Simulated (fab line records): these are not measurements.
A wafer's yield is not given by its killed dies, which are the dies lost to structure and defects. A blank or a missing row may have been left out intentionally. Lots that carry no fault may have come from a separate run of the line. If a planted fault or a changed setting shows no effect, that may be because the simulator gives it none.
Which tool is to blame? / flow n5_finfet / 24 wafers from 8 lots sampled at 5 of the route's 1938 steps

== WHAT EACH GAUGE READ, for each wafer ==
N5_BEOL_M4_RC_MEAS_101. Usual: DIBL_N 36.5 mV/V, standard deviation 1.4; DIBL_P 36.9 mV/V, standard deviation 1.7; IGATE_N 0.0122 nA/um, standard deviation 0.0018; IOFF_N 0.163 nA/um, standard deviation 0.023; IOFF_N_85C 3.2 nA/um, standard deviation 0.37; IOFF_N_LIN 0.075 nA/um, standard deviation 0.0089; IOFF_N_LONG 5.48e-05 nA/um, standard deviation 2.1e-06; IOFF_P 0.22 nA/um, standard deviation 0.032; IOFF_P_85C 3.8 nA/um, standard deviation 0.46; IOFF_P_LIN 0.102 nA/um, standard deviation 0.012; IOFF_P_LONG 0.000104 nA/um, standard deviation 8.6e-06; ION_N 673 uA/um, standard deviation 9; ION_P 462 uA/um, standard deviation 7.5; SS_N 71.6 mV/dec, standard deviation 0.54; SS_P 73.4 mV/dec, standard deviation 0.62; VT_N 249.8 mV, standard deviation 2.8; VT_N_LONG 275.4 mV, standard deviation 1.7; VT_N_LVT 98.5 mV, standard deviation 2.6; VT_P -250 mV, standard deviation 3.5; VT_P_LONG -275.5 mV, standard deviation 3; VT_P_LVT -98.8 mV, standard deviation 2.9.
lot=L740; measured=day 7 23:18; on=prober-01; DIBL_N (mV/V)=35.0 37.3 36.1; DIBL_P (mV/V)=35.9 38.7 37.2; IGATE_N (nA/um)=0.0127 0.0116 0.0126; IOFF_N (nA/um)=0.143 0.184 0.163; IOFF_N_85C (nA/um)=2.9 3.5 3.2; IOFF_N_LIN (nA/um)=0.068 0.084 0.074; IOFF_N_LONG (nA/um)=5.79e-05 5.8e-05 5.81e-05; IOFF_P (nA/um)=0.21 0.26 0.23; IOFF_P_85C (nA/um)=3.7 4.4 3.9; IOFF_P_LIN (nA/um)=0.101 0.119 0.109; IOFF_P_LONG (nA/um)=0.000107 0.000107 0.000107; ION_N (uA/um)=657 680 663; ION_P (uA/um)=457 468 460; SS_N (mV/dec)=71.2 71.9 72.0; SS_P (mV/dec)=73.6 74.2 73.8; VT_N (mV)=253.3 247.2 250.5; VT_N_LONG (mV)=274.9 275.9 273.0; VT_N_LVT (mV)=100.3 96.2 100.7; VT_P (mV)=-248 -245 -249; VT_P_LONG (mV)=-274.1 -272.7 -274.2; VT_P_LVT (mV)=-99.2 -95.1 -97.7; flag=
lot=L743; measured=day 8 20:10; on=prober-01; DIBL_N (mV/V)=37.6 37.0 36.0; DIBL_P (mV/V)=36.9 35.2 35.0; IGATE_N (nA/um)=0.0107 0.0117 0.0112; IOFF_N (nA/um)=0.182 0.159 0.147; IOFF_N_85C (nA/um)=3.5 3.1 2.9; IOFF_N_LIN (nA/um)=0.083 0.071 0.070; IOFF_N_LONG (nA/um)=5.64e-05 5.67e-05 5.73e-05; IOFF_P (nA/um)=0.29 0.25 0.25; IOFF_P_85C (nA/um)=4.6 4.1 4.1; IOFF_P_LIN (nA/um)=0.132 0.119 0.120; IOFF_P_LONG (nA/um)=0.000124 0.000125 0.000124; ION_N (uA/um)=679 663 675; ION_P (uA/um)=470 466 472; SS_N (mV/dec)=71.9 72.1 71.5; SS_P (mV/dec)=72.8 73.0 72.7; VT_N (mV)=247.3 249.2 251.0; VT_N_LONG (mV)=271.4 274.7 274.1; VT_N_LVT (mV)=98.0 102.3 100.8; VT_P (mV)=-242 -245 -243; VT_P_LONG (mV)=-268.6 -272.9 -268.2; VT_P_LVT (mV)=-92.8 -93.8 -94.7; flag=
lot=L747; measured=day 9 21:07; on=prober-01; DIBL_N (mV/V)=36.0 35.8 36.5; DIBL_P (mV/V)=37.5 37.3 37.8; IGATE_N (nA/um)=0.0148 0.0123 0.0147; IOFF_N (nA/um)=0.176 0.174 0.187; IOFF_N_85C (nA/um)=3.3 3.3 3.5; IOFF_N_LIN (nA/um)=0.081 0.082 0.085; IOFF_N_LONG (nA/um)=5.58e-05 5.61e-05 5.57e-05; IOFF_P (nA/um)=0.25 0.25 0.27; IOFF_P_85C (nA/um)=4.3 4.2 4.5; IOFF_P_LIN (nA/um)=0.115 0.116 0.123; IOFF_P_LONG (nA/um)=0.000115 0.000114 0.000113; ION_N (uA/um)=676 672 679; ION_P (uA/um)=468 469 469; SS_N (mV/dec)=71.8 71.7 73.1; SS_P (mV/dec)=74.1 74.3 73.4; VT_N (mV)=248.6 246.6 249.4; VT_N_LONG (mV)=276.6 273.6 274.5; VT_N_LVT (mV)=99.0 97.8 98.0; VT_P (mV)=-244 -248 -246; VT_P_LONG (mV)=-271.7 -274.0 -274.5; VT_P_LVT (mV)=-97.2 -97.3 -95.8; flag=
lot=L749; measured=day 10 17:21; on=prober-02; DIBL_N (mV/V)=36.8 34.4 36.3; DIBL_P (mV/V)=36.6 33.9 36.0; IGATE_N (nA/um)=0.0126 0.0131 0.0124; IOFF_N (nA/um)=0.161 0.132 0.153; IOFF_N_85C (nA/um)=3.1 2.7 3.0; IOFF_N_LIN (nA/um)=0.074 0.065 0.071; IOFF_N_LONG (nA/um)=5.67e-05 5.84e-05 5.72e-05; IOFF_P (nA/um)=0.23 0.19 0.23; IOFF_P_85C (nA/um)=3.9 3.3 3.7; IOFF_P_LIN (nA/um)=0.107 0.093 0.104; IOFF_P_LONG (nA/um)=0.000111 0.000113 0.00011; ION_N (uA/um)=678 672 672; ION_P (uA/um)=466 465 460; SS_N (mV/dec)=71.1 70.5 71.6; SS_P (mV/dec)=73.2 72.3 73.4; VT_N (mV)=252.8 252.3 251.1; VT_N_LONG (mV)=273.7 274.5 275.4; VT_N_LVT (mV)=99.2 99.6 99.5; VT_P (mV)=-248 -247 -249; VT_P_LONG (mV)=-273.0 -273.0 -275.5; VT_P_LVT (mV)=-96.2 -98.4 -96.6; flag=
lot=L750; measured=day 11 06:55; on=prober-02; DIBL_N (mV/V)=37.1 36.3 36.3; DIBL_P (mV/V)=38.5 37.9 36.7; IGATE_N (nA/um)=0.0116 0.0099 0.0119; IOFF_N (nA/um)=0.184 0.174 0.162; IOFF_N_85C (nA/um)=3.6 3.4 3.2; IOFF_N_LIN (nA/um)=0.083 0.077 0.074; IOFF_N_LONG (nA/um)=5.6e-05 5.49e-05 5.46e-05; IOFF_P (nA/um)=0.22 0.21 0.20; IOFF_P_85C (nA/um)=3.8 3.7 3.5; IOFF_P_LIN (nA/um)=0.097 0.097 0.092; IOFF_P_LONG (nA/um)=0.000102 0.000101 0.000104; ION_N (uA/um)=680 664 667; ION_P (uA/um)=458 456 450; SS_N (mV/dec)=71.3 72.3 72.1; SS_P (mV/dec)=74.1 73.2 73.7; VT_N (mV)=245.7 247.0 249.6; VT_N_LONG (mV)=274.3 274.8 277.1; VT_N_LVT (mV)=95.8 96.6 97.9; VT_P (mV)=-253 -251 -253; VT_P_LONG (mV)=-277.4 -277.3 -275.3; VT_P_LVT (mV)=-98.7 -99.9 -101.6; flag=
lot=L753; measured=day 11 18:47; on=prober-02; DIBL_N (mV/V)=36.8 38.4 37.9; DIBL_P (mV/V)=37.7 39.3 38.4; IGATE_N (nA/um)=0.0102 0.0091 0.0093; IOFF_N (nA/um)=0.165 0.190 0.181; IOFF_N_85C (nA/um)=3.2 3.6 3.5; IOFF_N_LIN (nA/um)=0.077 0.086 0.083; IOFF_N_LONG (nA/um)=5.51e-05 5.5e-05 5.64e-05; IOFF_P (nA/um)=0.23 0.27 0.25; IOFF_P_85C (nA/um)=4.0 4.6 4.2; IOFF_P_LIN (nA/um)=0.108 0.121 0.111; IOFF_P_LONG (nA/um)=0.00011 0.000108 0.000106; ION_N (uA/um)=676 678 676; ION_P (uA/um)=463 470 468; SS_N (mV/dec)=71.1 71.7 71.4; SS_P (mV/dec)=74.2 73.5 73.5; VT_N (mV)=250.1 249.8 249.2; VT_N_LONG (mV)=275.5 277.9 275.5; VT_N_LVT (mV)=96.8 96.2 96.6; VT_P (mV)=-249 -246 -249; VT_P_LONG (mV)=-273.2 -276.5 -274.0; VT_P_LVT (mV)=-95.2 -93.2 -95.2; flag=
lot=L760; measured=day 13 19:39; on=prober-01; DIBL_N (mV/V)=32.4 33.6 33.5; DIBL_P (mV/V)=32.4 34.1 33.6; IGATE_N (nA/um)=0.1314 0.1284 0.1122; IOFF_N (nA/um)=17.334 19.657 19.082; IOFF_N_85C (nA/um)=159.3 175.8 171.5; IOFF_N_LIN (nA/um)=8.498 9.353 9.207; IOFF_N_LONG (nA/um)=0.007795 0.0078287 0.0077706; IOFF_P (nA/um)=0.03 0.04 0.03; IOFF_P_85C (nA/um)=0.8 0.8 0.8; IOFF_P_LIN (nA/um)=0.018 0.019 0.018; IOFF_P_LONG (nA/um)=5.4e-05 5.3e-05 5.2e-05; ION_N (uA/um)=927 944 938; ION_P (uA/um)=391 403 391; SS_N (mV/dec)=70.1 70.4 70.2; SS_P (mV/dec)=72.2 72.7 72.0; VT_N (mV)=109.7 108.6 106.7; VT_N_LONG (mV)=130.0 130.9 131.2; VT_N_LVT (mV)=-40.5 -42.1 -42.5; VT_P (mV)=-297 -295 -298; VT_P_LONG (mV)=-316.4 -317.2 -320.3; VT_P_LVT (mV)=-145.4 -143.7 -147.5; flag=OFF
lot=L761; measured=day 13 21:52; on=prober-02; DIBL_N (mV/V)=37.4 35.0 37.4; DIBL_P (mV/V)=36.8 33.4 36.2; IGATE_N (nA/um)=0.0936 0.0940 0.1108; IOFF_N (nA/um)=24.658 18.467 24.241; IOFF_N_85C (nA/um)=214.7 167.9 209.9; IOFF_N_LIN (nA/um)=11.379 8.927 11.018; IOFF_N_LONG (nA/um)=0.0077039 0.0077634 0.0076275; IOFF_P (nA/um)=0.04 0.03 0.04; IOFF_P_85C (nA/um)=0.9 0.8 0.9; IOFF_P_LIN (nA/um)=0.021 0.017 0.020; IOFF_P_LONG (nA/um)=5e-05 5.1e-05 4.7e-05; ION_N (uA/um)=943 941 935; ION_P (uA/um)=395 389 387; SS_N (mV/dec)=71.8 71.4 71.9; SS_P (mV/dec)=73.0 72.8 73.4; VT_N (mV)=106.3 110.4 107.7; VT_N_LONG (mV)=130.8 130.6 131.3; VT_N_LVT (mV)=-45.8 -41.1 -44.6; VT_P (mV)=-294 -297 -293; VT_P_LONG (mV)=-320.1 -321.1 -317.6; VT_P_LVT (mV)=-143.4 -148.0 -143.7; flag=OFF

== EACH LOT AND THE TOOL THAT RAN IT (in order: tool; ch and the chambers of the sampled wafers; start) ==
lot=L740; N5_HKMG_FIN_ETCH_32=rie_diel-04 ch 1,3, day 4 07:35; N5_HKMG_FIN_ALD_91=ald_metal-02 ch 0,1,3, day 4 08:28; N5_HKMG_FIN_ETCH_86=rie_diel-04 ch 0,1, day 4 08:49; N5_HKMG_FIN_STRIP_89=rie_diel-04 ch 0,1, day 4 08:52
lot=L743; N5_HKMG_FIN_ETCH_32=rie_diel-03 ch 0,1,3, day 5 00:29; N5_HKMG_FIN_ALD_91=ald_metal-03 ch 0,2,3, day 5 01:23; N5_HKMG_FIN_ETCH_86=rie_diel-03 ch 0,1,3, day 5 01:43; N5_HKMG_FIN_STRIP_89=rie_diel-03 ch 0,1,3, day 5 01:47
lot=L747; N5_HKMG_FIN_ETCH_32=rie_diel-03 ch 0,3, day 6 08:16; N5_HKMG_FIN_ALD_91=ald_metal-01 ch 0,3, day 6 09:10; N5_HKMG_FIN_ETCH_86=rie_diel-04 ch 0,2, day 6 09:30; N5_HKMG_FIN_STRIP_89=rie_diel-04 ch 0,2, day 6 09:34
lot=L749; N5_HKMG_FIN_ETCH_32=rie_diel-04 ch 0,1,2, day 6 15:52; N5_HKMG_FIN_ALD_91=ald_metal-01 ch 1,2,3, day 6 16:45; N5_HKMG_FIN_ETCH_86=rie_diel-03 ch 2,3, day 6 17:05; N5_HKMG_FIN_STRIP_89=rie_diel-03 ch 2,3, day 6 17:09
lot=L750; N5_HKMG_FIN_ETCH_32=rie_diel-03 ch 0,3, day 6 22:34; N5_HKMG_FIN_ALD_91=ald_metal-03 ch 1,3, day 6 23:27; N5_HKMG_FIN_ETCH_86=rie_diel-05 ch 0,1,2, day 6 23:48; N5_HKMG_FIN_STRIP_89=rie_diel-05 ch 0,1,2, day 6 23:52
lot=L753; N5_HKMG_FIN_ETCH_32=rie_diel-03 ch 1,2, day 7 15:05; N5_HKMG_FIN_ALD_91=ald_metal-01 ch 1,2,3, day 7 15:58; N5_HKMG_FIN_ETCH_86=rie_diel-04 ch 0,3, day 7 16:19; N5_HKMG_FIN_STRIP_89=rie_diel-04 ch 0,3, day 7 16:22
lot=L760; N5_HKMG_FIN_ETCH_32=rie_diel-03 ch 0,1,3, day 9 08:30; N5_HKMG_FIN_ALD_91=ald_metal-01 ch 0,1,3, day 9 09:25; N5_HKMG_FIN_ETCH_86=rie_diel-03 ch 0,2, day 9 09:45; N5_HKMG_FIN_STRIP_89=rie_diel-03 ch 0,2, day 9 09:49
lot=L761; N5_HKMG_FIN_ETCH_32=rie_diel-05 ch 1,2, day 9 16:31; N5_HKMG_FIN_ALD_91=ald_metal-02 ch 0,1,2, day 9 17:25; N5_HKMG_FIN_ETCH_86=rie_diel-05 ch 0,2, day 9 17:47; N5_HKMG_FIN_STRIP_89=rie_diel-05 ch 0,2, day 9 17:51
- N5_HKMG_FIN_ETCH_32: etches SOC in N2/H2, target depth 240 nm, time 300 s.
- N5_HKMG_FIN_ALD_91: deposits TiN, target thk 1 nm, pulse time 1 s, purge time 3 s.
- N5_HKMG_FIN_ETCH_86: etches SOC in N2/H2, stops on TiN, target depth 393.2 nm.
- N5_HKMG_FIN_STRIP_89: strips SOC in N2/H2, time 20 s.

== AS READ BY THE TOOLS THEMSELVES (means over the sampled wafers that have a number; for cases with no such wafer, the mark the record gives instead) ==
N5_HKMG_FIN_ETCH_32. Usual: drypump_motor_current_A 6.0 A, standard deviation 0.37; oes_product_au 0.78 a.u., standard deviation 0.091; rf_vpp_V 523.9 V, standard deviation 2.1; showerhead_plenum_p_Torr 2.54 Torr, standard deviation 0.069; throttle_valve_pct 17.96 %, standard deviation 0.29.
lot=L740; tool=rie_diel-04; drypump_motor_current_A (A)=6.2; oes_product_au (a.u.)=0.70; rf_vpp_V (V)=521.4; showerhead_plenum_p_Torr (Torr)=2.46; throttle_valve_pct (%)=18.08; flag=
lot=L743; tool=rie_diel-03; drypump_motor_current_A (A)=6.2; oes_product_au (a.u.)=0.80; rf_vpp_V (V)=525.0; showerhead_plenum_p_Torr (Torr)=2.56; throttle_valve_pct (%)=18.01; flag=
lot=L747; tool=rie_diel-03; drypump_motor_current_A (A)=6.2; oes_product_au (a.u.)=0.85; rf_vpp_V (V)=525.2; showerhead_plenum_p_Torr (Torr)=2.58; throttle_valve_pct (%)=17.80; flag=
lot=L749; tool=rie_diel-04; drypump_motor_current_A (A)=5.6; oes_product_au (a.u.)=0.69; rf_vpp_V (V)=525.2; showerhead_plenum_p_Torr (Torr)=2.55; throttle_valve_pct (%)=17.87; flag=
lot=L750; tool=rie_diel-03; drypump_motor_current_A (A)=6.1; oes_product_au (a.u.)=0.83; rf_vpp_V (V)=525.6; showerhead_plenum_p_Torr (Torr)=2.57; throttle_valve_pct (%)=17.81; flag=
lot=L753; tool=rie_diel-03; drypump_motor_current_A (A)=5.8; oes_product_au (a.u.)=0.77; rf_vpp_V (V)=524.9; showerhead_plenum_p_Torr (Torr)=2.58; throttle_valve_pct (%)=18.23; flag=
lot=L760; tool=rie_diel-03; drypump_motor_current_A (A)=6.2; oes_product_au (a.u.)=0.85; rf_vpp_V (V)=523.5; showerhead_plenum_p_Torr (Torr)=2.54; throttle_valve_pct (%)=17.93; flag=
lot=L761; tool=rie_diel-05; drypump_motor_current_A (A)=6.3; oes_product_au (a.u.)=0.84; rf_vpp_V (V)=521.5; showerhead_plenum_p_Torr (Torr)=2.47; throttle_valve_pct (%)=17.68; flag=

N5_HKMG_FIN_ALD_91. Usual: chamber_pressure_Torr 3.000 Torr, standard deviation 0.0062; heater_power_outer_w 565 W, standard deviation 62; heater_power_w 904 W, standard deviation 77; precursor_pulse_height_rel 1.000, standard deviation 0.018; susceptor_temp_C 399.97 C, standard deviation 0.23.
lot=L740; tool=ald_metal-02; chamber_pressure_Torr (Torr)=2.996; heater_power_outer_w (W)=545; heater_power_w (W)=898; precursor_pulse_height_rel=0.985; susceptor_temp_C (C)=400.21; flag=
lot=L743; tool=ald_metal-03; chamber_pressure_Torr (Torr)=3.004; heater_power_outer_w (W)=498; heater_power_w (W)=813; precursor_pulse_height_rel=0.989; susceptor_temp_C (C)=400.14; flag=
lot=L747; tool=ald_metal-01; chamber_pressure_Torr (Torr)=2.998; heater_power_outer_w (W)=597; heater_power_w (W)=927; precursor_pulse_height_rel=0.999; susceptor_temp_C (C)=399.63; flag=
lot=L749; tool=ald_metal-01; chamber_pressure_Torr (Torr)=2.996; heater_power_outer_w (W)=624; heater_power_w (W)=965; precursor_pulse_height_rel=1.008; susceptor_temp_C (C)=399.82; flag=
lot=L750; tool=ald_metal-03; chamber_pressure_Torr (Torr)=2.995; heater_power_outer_w (W)=591; heater_power_w (W)=969; precursor_pulse_height_rel=1.004; susceptor_temp_C (C)=400.00; flag=
lot=L753; tool=ald_metal-01; chamber_pressure_Torr (Torr)=2.997; heater_power_outer_w (W)=626; heater_power_w (W)=955; precursor_pulse_height_rel=0.988; susceptor_temp_C (C)=399.99; flag=
lot=L760; tool=ald_metal-01; chamber_pressure_Torr (Torr)=-; heater_power_outer_w (W)=-; heater_power_w (W)=-; precursor_pulse_height_rel=-; susceptor_temp_C (C)=-; flag=OFF
lot=L761; tool=ald_metal-02; chamber_pressure_Torr (Torr)=-; heater_power_outer_w (W)=-; heater_power_w (W)=-; precursor_pulse_height_rel=-; susceptor_temp_C (C)=-; flag=OFF

N5_HKMG_FIN_ETCH_86. Usual: drypump_motor_current_A 6.0 A, standard deviation 0.4; oes_product_au 0.77 a.u., standard deviation 0.092; rf_vpp_V 240.7 V, standard deviation 1.2; showerhead_plenum_p_Torr 2.54 Torr, standard deviation 0.067; throttle_valve_pct 17.94 %, standard deviation 0.28.
lot=L740; tool=rie_diel-04; drypump_motor_current_A (A)=5.6; oes_product_au (a.u.)=0.70; rf_vpp_V (V)=242.2; showerhead_plenum_p_Torr (Torr)=2.60; throttle_valve_pct (%)=17.86; flag=
lot=L743; tool=rie_diel-03; drypump_motor_current_A (A)=6.2; oes_product_au (a.u.)=0.79; rf_vpp_V (V)=240.6; showerhead_plenum_p_Torr (Torr)=2.56; throttle_valve_pct (%)=17.98; flag=
lot=L747; tool=rie_diel-04; drypump_motor_current_A (A)=5.4; oes_product_au (a.u.)=0.68; rf_vpp_V (V)=242.0; showerhead_plenum_p_Torr (Torr)=2.58; throttle_valve_pct (%)=17.85; flag=
lot=L749; tool=rie_diel-03; drypump_motor_current_A (A)=6.1; oes_product_au (a.u.)=0.78; rf_vpp_V (V)=241.6; showerhead_plenum_p_Torr (Torr)=2.59; throttle_valve_pct (%)=17.90; flag=
lot=L750; tool=rie_diel-05; drypump_motor_current_A (A)=6.2; oes_product_au (a.u.)=0.78; rf_vpp_V (V)=240.1; showerhead_plenum_p_Torr (Torr)=2.49; throttle_valve_pct (%)=17.78; flag=
lot=L753; tool=rie_diel-04; drypump_motor_current_A (A)=6.0; oes_product_au (a.u.)=0.67; rf_vpp_V (V)=239.2; showerhead_plenum_p_Torr (Torr)=2.47; throttle_valve_pct (%)=18.12; flag=
lot=L760; tool=rie_diel-03; drypump_motor_current_A (A)=5.7; oes_product_au (a.u.)=0.78; rf_vpp_V (V)=240.9; showerhead_plenum_p_Torr (Torr)=2.59; throttle_valve_pct (%)=18.18; flag=
lot=L761; tool=rie_diel-05; drypump_motor_current_A (A)=6.2; oes_product_au (a.u.)=0.79; rf_vpp_V (V)=240.1; showerhead_plenum_p_Torr (Torr)=2.46; throttle_valve_pct (%)=17.62; flag=

N5_HKMG_FIN_STRIP_89. Usual: drypump_motor_current_A 6.0 A, standard deviation 0.4; oes_product_au 0.77 a.u., standard deviation 0.095; rf_vpp_V 54.2 V, standard deviation 0.96; showerhead_plenum_p_Torr 3.36 Torr, standard deviation 0.084; throttle_valve_pct 19.16 %, standard deviation 0.29.
lot=L740; tool=rie_diel-04; drypump_motor_current_A (A)=5.6; oes_product_au (a.u.)=0.71; rf_vpp_V (V)=54.5; showerhead_plenum_p_Torr (Torr)=3.44; throttle_valve_pct (%)=19.04; flag=
lot=L743; tool=rie_diel-03; drypump_motor_current_A (A)=6.2; oes_product_au (a.u.)=0.80; rf_vpp_V (V)=54.1; showerhead_plenum_p_Torr (Torr)=3.38; throttle_valve_pct (%)=19.17; flag=
lot=L747; tool=rie_diel-04; drypump_motor_current_A (A)=5.4; oes_product_au (a.u.)=0.68; rf_vpp_V (V)=54.0; showerhead_plenum_p_Torr (Torr)=3.41; throttle_valve_pct (%)=19.02; flag=
lot=L749; tool=rie_diel-03; drypump_motor_current_A (A)=6.1; oes_product_au (a.u.)=0.78; rf_vpp_V (V)=54.3; showerhead_plenum_p_Torr (Torr)=3.41; throttle_valve_pct (%)=19.09; flag=
lot=L750; tool=rie_diel-05; drypump_motor_current_A (A)=6.2; oes_product_au (a.u.)=0.79; rf_vpp_V (V)=53.7; showerhead_plenum_p_Torr (Torr)=3.29; throttle_valve_pct (%)=19.09; flag=
lot=L753; tool=rie_diel-04; drypump_motor_current_A (A)=6.0; oes_product_au (a.u.)=0.68; rf_vpp_V (V)=53.0; showerhead_plenum_p_Torr (Torr)=3.26; throttle_valve_pct (%)=19.28; flag=
lot=L760; tool=rie_diel-03; drypump_motor_current_A (A)=5.7; oes_product_au (a.u.)=0.79; rf_vpp_V (V)=54.1; showerhead_plenum_p_Torr (Torr)=3.42; throttle_valve_pct (%)=19.48; flag=
lot=L761; tool=rie_diel-05; drypump_motor_current_A (A)=6.2; oes_product_au (a.u.)=0.80; rf_vpp_V (V)=53.6; showerhead_plenum_p_Torr (Torr)=3.26; throttle_valve_pct (%)=18.97; flag=

== THE ANSWER, worked out from the rows above alone ==
Rule: a lot counts as off when the mean over its wafers that have a number is more than 3 standard deviations away from the usual mean. A lot without any number at a reading at which 4 lots or more have one is off too. All remaining lots with rows at the step are treated as sound. After the gauges, taken in route order, come the tools' own readings; for these a lot's mean is taken, as printed above. At the first step where some lot is off, the reading lying furthest off is the one used; lots without a number count as furthest.
Off: L760, L761, at N5_BEOL_M4_RC_MEAS_101 (IOFF_N_LONG).
If a tool, at a process step before that reading, ran all the lots that are off and no sound lot after the first of them, it fits. Not tried: the gauges at N5_BEOL_M4_RC_MEAS_101; whatever is off there is also off at N5_HKMG_FIN_ALD_91, on other tools, and gauge error can't account for it. Not one of the candidates tried fits.

== WHAT HAD BEEN PUT IN BY THE SIMULATOR ==
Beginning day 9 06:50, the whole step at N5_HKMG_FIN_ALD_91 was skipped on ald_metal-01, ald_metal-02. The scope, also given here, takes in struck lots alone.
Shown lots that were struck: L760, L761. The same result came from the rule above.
